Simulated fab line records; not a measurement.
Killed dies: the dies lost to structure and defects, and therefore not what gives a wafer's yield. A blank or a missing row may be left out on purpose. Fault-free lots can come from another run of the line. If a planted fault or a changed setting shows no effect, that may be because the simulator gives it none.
Chamber matching | flow n5Finfet | cvdCo-02 running N5_BEOL_M3_CO_CAP_55: 3 sister chambers
The step material Co, precursor CCTBA/H2, target thk 2 nm, time 102.1 s. 27 wafers are shown with their chamber, then 12 later ones without.

## WAFERS PAIRED WITH THEIR CHAMBERS
wafer  | chamber | heaterPowerW (W)
L075.1 | 2       | 257
L075.3 | 0       | 217
L075.5 | 2       | 251
L077.2 | 1       | 234
L077.3 | 2       | 253
L077.6 | 2       | 259
L078.2 | 1       | 231
L078.3 | 2       | 257
L078.6 | 0       | 221
L081.3 | 0       | 213
L081.4 | 2       | 258
L081.6 | 1       | 227
L084.3 | 0       | 215
L084.4 | 0       | 222
L084.6 | 1       | 230
L085.3 | 1       | 225
L085.5 | 0       | 225
L085.6 | 1       | 234
L087.3 | 2       | 257
L087.4 | 0       | 222
L087.5 | 1       | 228
L088.1 | 0       | 222
L088.3 | 1       | 227
L088.4 | 1       | 229
L089.2 | 0       | 217
L089.4 | 0       | 217
L089.5 | 2       | 255

SIGNATURES (means of the wafers above)
reading      | chamber 0 | chamber 1 | chamber 2 | scatter within a chamber
heaterPowerW | 219.10    | 229.44    | 255.88    | 3.29
Rule: a wafer lies at a distance from a chamber equal to the root of the sum of squares, over the readings, of (its reading less the chamber's mean, divided by the reading's scatter). If the next closest chamber is less than 2 further off than the closest, the wafer can't be placed; otherwise it belongs to the closest. How the scatter is found: for the shown wafers, subtract from each reading the mean of its chamber, square and add these, divide the total by (wafers less chambers), then take the root.

## WAFERS WITH NO CHAMBER GIVEN
wafer  | heaterPowerW (W)
L090.1 | 214
L090.3 | 229
L090.5 | 227
L091.3 | 262
L091.5 | 235
L091.6 | 255
L092.1 | 256
L092.2 | 226
L092.3 | 228
L094.3 | 219
L094.5 | 256
L094.6 | 218

## THE CHAMBER EACH PASSED THROUGH
wafer  | from the rows above     | in truth
L090.1 | 0                       | 0
L090.3 | 1                       | 1
L090.5 | can't be placed: 1 or 0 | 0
L091.3 | 2                       | 2
L091.5 | 1                       | 1
L091.6 | 2                       | 2
L092.1 | 2                       | 2
L092.2 | can't be placed: 1 or 0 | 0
L092.3 | 1                       | 1
L094.3 | 0                       | 0
L094.5 | 2                       | 2
L094.6 | 0                       | 0
Correctly placed: 10 of 12. Unplaceable from these rows: 2, with the true chamber sitting among the candidates in 2. Placed wrongly: 0.
